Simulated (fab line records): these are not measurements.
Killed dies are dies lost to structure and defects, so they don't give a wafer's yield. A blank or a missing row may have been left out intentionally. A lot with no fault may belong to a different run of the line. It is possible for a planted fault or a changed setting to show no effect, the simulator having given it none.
Lot-split experiment    flow n5Finfet    on a route of 1938 steps: 7 lots, 21 wafers read

## ON THE SPLIT
At N5_BEOL_M6_ALD_77 (deposits TaN, target thk 2 nm, pulse time 2 s, purge time 3 s), the setting aldCycles was moved away from the recipe's 40 on 9 of the 21 wafers read, by -15.0% to +15.0%. For the rest of the wafers, this setting stayed at what the recipe calls for.

The reading is taken at the split's own step.

## THE READING
TaN_of_BEOL_M6_ALD_77.thkNm (the simulator's own value, which no gauge read), in nm, at N5_BEOL_M6_ALD_77 (deposits TaN, target thk 2 nm, pulse time 2 s, purge time 3 s). There is no usual value for it anywhere in the file.

wafer   tool, chamber at the split  aldCycles as run  against the recipe  TaN_of_BEOL_M6_ALD_77.thkNm, nm  against lot-mates on the recipe
L075.2  aldMetal-03, 2              34                -15.0%              1.8                              -0.2
L075.5  aldMetal-03, 2,3            40                recipe              2                                -
L075.6  aldMetal-03, 2,3            40                recipe              2                                -
L076.2  aldMetal-02, 2,2,1          40                recipe              2                                -
L076.5  aldMetal-02, 2,2,1          40                recipe              2                                -
L076.6  aldMetal-02, 2,2,1          40                recipe              2                                -
L078.1  aldMetal-03, 1,3            40                recipe              2                                -
L078.3  aldMetal-03, 1,3            40                recipe              2                                -
L078.6  aldMetal-03, 3              43                +7.5%               2.2                              +0.2
L081.1  aldMetal-02, 3              40                recipe              2                                -
L081.4  aldMetal-02, 2,3            37                -7.5%               1.8                              -0.2
L081.6  aldMetal-02, 2,3            37                -7.5%               1.8                              -0.2
L085.1  aldMetal-02, 1,3            40                recipe              2                                -
L085.3  aldMetal-02, 1,3            40                recipe              2                                -
L085.6  aldMetal-02, 1              35                -12.5%              1.8                              -0.2
L096.1  aldMetal-03, 1,2            46                +15.0%              2.4                              +0.4
L096.3  aldMetal-03, 1,2            46                +15.0%              2.4                              +0.4
L096.4  aldMetal-03, 3              40                recipe              2                                -
L097.2  aldMetal-01, 1              40                recipe              2                                -
L097.3  aldMetal-01, 0              42                +5.0%               2                                +0.0
L097.6  aldMetal-01, 0              42                +5.0%               2.2                              +0.2
When a row names more than one chamber, that row covers several wafers, and the file does not tell which wafer ran in which chamber.

THE FIT
A straight line over all 21 wafers: TaN_of_BEOL_M6_ALD_77.thkNm changes by +0.0218 nm for each +1% of aldCycles; r = +0.95; the points scatter about the line by 0.052 nm.
The same after taking each lot's own level away (the mean of its wafers on the recipe; 21 wafers): +0.0218 nm for each +1%; r = +0.95; scatter 0.052 nm.
According to that fit, moving aldCycles by its largest amount changes the reading by 0.33 nm.
The lots' own levels span 2.00 to 2.00 nm.
The two slopes agree, so the slope changes little with the lot-to-lot level.
Check: for one of the wafers moved furthest among these (-15.0%), held out of the fit, the line's prediction against its lot-mates is -0.356 nm. It came out at -0.2 nm against them.

## THE FILE'S OWN FIT
TaN_of_BEOL_M6_ALD_77.thkNm changes by +0.0202 nm for each +1% of aldCycles, r = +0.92.
